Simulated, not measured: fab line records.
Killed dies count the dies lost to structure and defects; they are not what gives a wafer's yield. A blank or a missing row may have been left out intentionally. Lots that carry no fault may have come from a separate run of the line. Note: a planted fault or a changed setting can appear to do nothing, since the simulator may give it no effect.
Which tool was responsible? -- flow nand_harc -- 12 lots with 36 wafers sampled at 6 steps, on a route of 1159 steps

== WHAT EACH GAUGE READ, for each wafer ==
NHARC_P_GATE_INSPECT_68. Usual: raw_defect_count reads 212 (standard deviation 82).
lot,measured,on,raw_defect_count,flag
L964,day 5 15:03,defect_inspect-02,292 363 171,
L965,day 5 15:58,defect_inspect-02,395 371 276,
L967,day 6 06:40,defect_inspect-02,144 143 154,
L968,day 6 07:37,defect_inspect-01,341 382 375,
L969,day 6 20:31,defect_inspect-02,156 94 100,
L970,day 6 21:28,defect_inspect-02,188 208 281,
L971,day 7 06:34,defect_inspect-01,988 982 1124,OFF
L972,day 7 12:23,defect_inspect-01,996 983 957,OFF
L982,day 10 06:26,defect_inspect-01,430 312 226,
L984,day 10 11:14,defect_inspect-01,166 167 197,
L986,day 10 18:35,defect_inspect-01,186 172 306,
L987,day 11 06:17,defect_inspect-02,142 289 200,

NHARC_END_SORT_01. Usual: killed_at_array 29, standard deviation 11; killed_at_other 0.6, standard deviation 0.75; killed_at_periphery 3.1, standard deviation 2.1; killed_dies 32, standard deviation 11; killed_open 3.0, standard deviation 1.8; killed_short 1.8, standard deviation 1.3.
lot,measured,on,killed_at_array,killed_at_other,killed_at_periphery,killed_dies,killed_open,killed_short,flag
L971,day 20 18:38,prober-01,18 32 30,0 0 0,44 41 94,62 73 124,6 3 3,1 1 2,OFF
L972,day 21 10:37,prober-02,29 24 22,0 0 0,101 101 95,130 125 117,2 2 2,2 3 1,OFF

== WHICH TOOL RAN EACH LOT (tool, then ch and the chambers of the sampled wafers, then the start) ==
lot,NHARC_P_GATE_ETCHBACK_37,NHARC_P_GATE_STRIP_76,NHARC_P_CONTACT_CMP_01,NHARC_P_CONTACT_DESCUM_17
L964,"rie_diel-08 ch 0,3, day 5 11:11 or earlier","plasma_asher-02 ch 0,1, day 5 11:11","cmp-04 ch 0,2,3, day 5 15:59","rie_diel-02 ch 1,3, day 5 16:53"
L965,"rie_diel-08 ch 0,1,3, day 5 11:48 or earlier","plasma_asher-02 ch 0,1, day 5 11:48","cmp-01 ch 0,1,2, day 5 17:05","rie_diel-02 ch 0,1,3, day 5 18:05"
L967,"rie_diel-08 ch 0,2,3, day 6 02:47 or earlier","plasma_asher-02 ch 0, day 6 02:47","cmp-03 ch 2,3, day 6 07:26","rie_diel-04 ch 2,3, day 6 08:29"
L968,"rie_diel-08 ch 0,1,3, day 6 03:10 or earlier","plasma_asher-01 ch 1, day 6 03:10","cmp-01 ch 0,1,2, day 6 08:27","rie_diel-12 ch 0,2, day 6 09:26"
L969,"rie_diel-11 ch 0,2, day 6 16:29 or earlier","plasma_asher-02 ch 0,1, day 6 16:29","cmp-04 ch 1,2,3, day 6 21:19","rie_diel-02 ch 0,1, day 6 22:19"
L970,"rie_diel-10 ch 0,2, day 6 17:11 or earlier","plasma_asher-02 ch 0,1, day 6 17:11","cmp-04 ch 1,3, day 6 22:25","rie_diel-02 ch 0,2, day 6 23:25"
L971,"rie_diel-08 ch 0,1,3, day 7 02:43 or earlier","plasma_asher-02 ch 0,1, day 7 02:43","cmp-04 ch 1,2,3, day 7 07:25","rie_diel-04 ch 0,1, day 7 08:14"
L972,"rie_diel-08 ch 0,2, day 7 08:28 or earlier","plasma_asher-02 ch 1, day 7 08:28","cmp-01 ch 0,2, day 7 13:11","rie_diel-12 ch 1,2,3, day 7 14:04"
L982,"rie_diel-08 ch 0,2, day 10 02:32 or earlier","plasma_asher-01 ch 0,1, day 10 02:32","cmp-03 ch 1,2,3, day 10 07:25","rie_diel-04 ch 0,2,3, day 10 08:26"
L984,"rie_diel-08 ch 0,1,3, day 10 07:20 or earlier","plasma_asher-02 ch 0,1, day 10 07:20","cmp-04 ch 1,2,3, day 10 12:04","rie_diel-02 ch 0,1,2, day 10 13:05"
L986,"rie_diel-08 ch 1,2,3, day 10 14:13 or earlier","plasma_asher-02 ch 0,1, day 10 14:13","cmp-03 ch 0,1,3, day 10 19:23","rie_diel-02 ch 1,2,3, day 10 20:17"
L987,"rie_diel-11 ch 2,3, day 11 02:05 or earlier","plasma_asher-02 ch 0,1, day 11 02:05","cmp-03 ch 0,3, day 11 07:05","rie_diel-04 ch 0,2,3, day 11 08:07"
- NHARC_P_GATE_ETCHBACK_37: etches the open film in CHF3/O2, target depth 34.5 nm, time 17.2 s.
- NHARC_P_GATE_STRIP_76: strips in O2.
- NHARC_P_CONTACT_CMP_01: polishes SiO2, target thk 200 nm.
- NHARC_P_CONTACT_DESCUM_17: chemistry O2, time 3 s.

== AS READ BY THE TOOLS THEMSELVES (means over the sampled wafers that have a number; for cases with no such wafer, the mark the record gives instead) ==
NHARC_P_GATE_ETCHBACK_37. Usual: drypump_motor_current_A 5.9 A, standard deviation 0.39; mfc_ar_sccm 200.1 sccm, standard deviation 0.69; oes_product_au 0.96 a.u., standard deviation 0.037; rf_vpp_V 370.6 V, standard deviation 2.2; showerhead_plenum_p_Torr 2.40 Torr, standard deviation 0.089; throttle_valve_pct 20.572 %, standard deviation 0.0086.
lot,tool,drypump_motor_current_A (A),mfc_ar_sccm (sccm),oes_product_au (a.u.),rf_vpp_V (V),showerhead_plenum_p_Torr (Torr),throttle_valve_pct (%),flag
L964,rie_diel-08,5.6,200.1,0.93,370.9,2.40,20.567,
L965,rie_diel-08,6.0,199.9,0.94,371.5,2.45,20.575,
L967,rie_diel-08,5.7,200.0,0.93,370.2,2.35,20.573,
L968,rie_diel-08,6.0,199.8,1.01,371.5,2.45,20.571,
L969,rie_diel-11,6.1,199.8,1.01,370.1,2.38,20.576,
L970,rie_diel-10,5.4,200.3,1.00,371.6,2.46,20.581,
L971,rie_diel-08,6.0,199.5,1.01,371.4,2.45,20.575,
L972,rie_diel-08,5.8,199.1,1.00,368.9,2.34,20.580,
L982,rie_diel-08,5.8,200.4,0.92,368.4,2.30,20.563,
L984,rie_diel-08,5.9,199.7,0.94,371.0,2.44,20.572,
L986,rie_diel-08,5.9,200.4,0.93,371.2,2.39,20.575,
L987,rie_diel-11,6.4,199.6,0.99,371.5,2.45,20.573,

NHARC_P_GATE_STRIP_76. Usual: drypump_motor_current_A 5.70 A, standard deviation 0.19; heater_power_w 331 W, standard deviation 22.
lot,tool,drypump_motor_current_A (A),heater_power_w (W),flag
L964,plasma_asher-02,5.73,356,
L965,plasma_asher-02,5.76,351,
L967,plasma_asher-02,5.71,342,
L968,plasma_asher-01,5.93,308,
L969,plasma_asher-02,5.75,362,
L970,plasma_asher-02,5.76,363,
L971,plasma_asher-02,5.71,353,
L972,plasma_asher-02,5.76,372,
L982,plasma_asher-01,5.57,318,
L984,plasma_asher-02,5.74,336,
L986,plasma_asher-02,5.74,347,
L987,plasma_asher-02,5.74,340,

NHARC_P_CONTACT_CMP_01. Usual: motor_current_A reads 11.5 A (standard deviation 1).
lot,tool,motor_current_A (A),flag
L964,cmp-04,11.2,
L965,cmp-01,11.6,
L967,cmp-03,10.9,
L968,cmp-01,12.0,
L969,cmp-04,11.6,
L970,cmp-04,11.5,
L971,cmp-04,11.7,
L972,cmp-01,12.9,
L982,cmp-03,11.3,
L984,cmp-04,11.8,
L986,cmp-03,11.2,
L987,cmp-03,10.7,

NHARC_P_CONTACT_DESCUM_17. Usual: drypump_motor_current_A 5.9 A, standard deviation 0.46; mfc_ar_sccm 0.008 sccm, standard deviation 0.014; oes_product_au 0.998 a.u., standard deviation 0.0099; rf_vpp_V 57.8 V, standard deviation 0.94; showerhead_plenum_p_Torr 1.92 Torr, standard deviation 0.1; throttle_valve_pct 11.312 %, standard deviation 0.0092.
lot,tool,drypump_motor_current_A (A),mfc_ar_sccm (sccm),oes_product_au (a.u.),rf_vpp_V (V),showerhead_plenum_p_Torr (Torr),throttle_valve_pct (%),flag
L964,rie_diel-02,6.1,0.000,1.006,58.3,2.03,11.315,
L965,rie_diel-02,6.0,0.000,1.002,58.2,2.03,11.305,
L967,rie_diel-04,5.6,0.003,1.002,57.4,1.80,11.315,
L968,rie_diel-12,6.1,0.000,0.990,59.0,2.00,11.307,
L969,rie_diel-02,6.0,0.000,0.992,57.9,2.06,11.312,
L970,rie_diel-02,5.8,0.029,1.004,58.1,1.93,11.328,
L971,rie_diel-04,5.7,0.004,0.998,57.3,1.88,11.308,
L972,rie_diel-12,6.3,0.003,0.993,58.7,1.94,11.309,
L982,rie_diel-04,5.8,0.007,0.994,56.9,1.80,11.309,
L984,rie_diel-02,5.9,0.015,0.995,57.4,1.99,11.310,
L986,rie_diel-02,6.0,0.015,0.998,57.7,1.96,11.309,
L987,rie_diel-04,5.9,0.007,0.987,58.0,1.80,11.313,

== THE ANSWER, worked out from the rows above alone ==
Rule: a lot is off if the mean of its wafers that have a number lies more than 3 standard deviations from the usual mean. Also off: a lot with no number at a reading for which 4 or more lots have one. The other lots that the step has rows for count as sound. First the gauges in route order, then the tools' own readings, where a lot's mean is used as printed above. The first step at which some lot is off is used, and at that step the reading that is off furthest; a lot without a number counts as furthest.
Off: L971, L972, at NHARC_P_GATE_INSPECT_68 (raw_defect_count).
If a tool, at a process step before that reading, ran all the lots that are off and no sound lot after the first of them, it fits. The gauges at NHARC_P_GATE_INSPECT_68 aren't tried: what is off there is off at NHARC_END_SORT_01 too, on other tools, and a gauge's error can't cause that. NHARC_P_GATE_ETCHBACK_37: start missing for some lots; hours and lot order therefore follow NHARC_P_GATE_STRIP_76. No candidate that was tried fits.

== WHAT THE SIMULATOR HAD INSERTED ==
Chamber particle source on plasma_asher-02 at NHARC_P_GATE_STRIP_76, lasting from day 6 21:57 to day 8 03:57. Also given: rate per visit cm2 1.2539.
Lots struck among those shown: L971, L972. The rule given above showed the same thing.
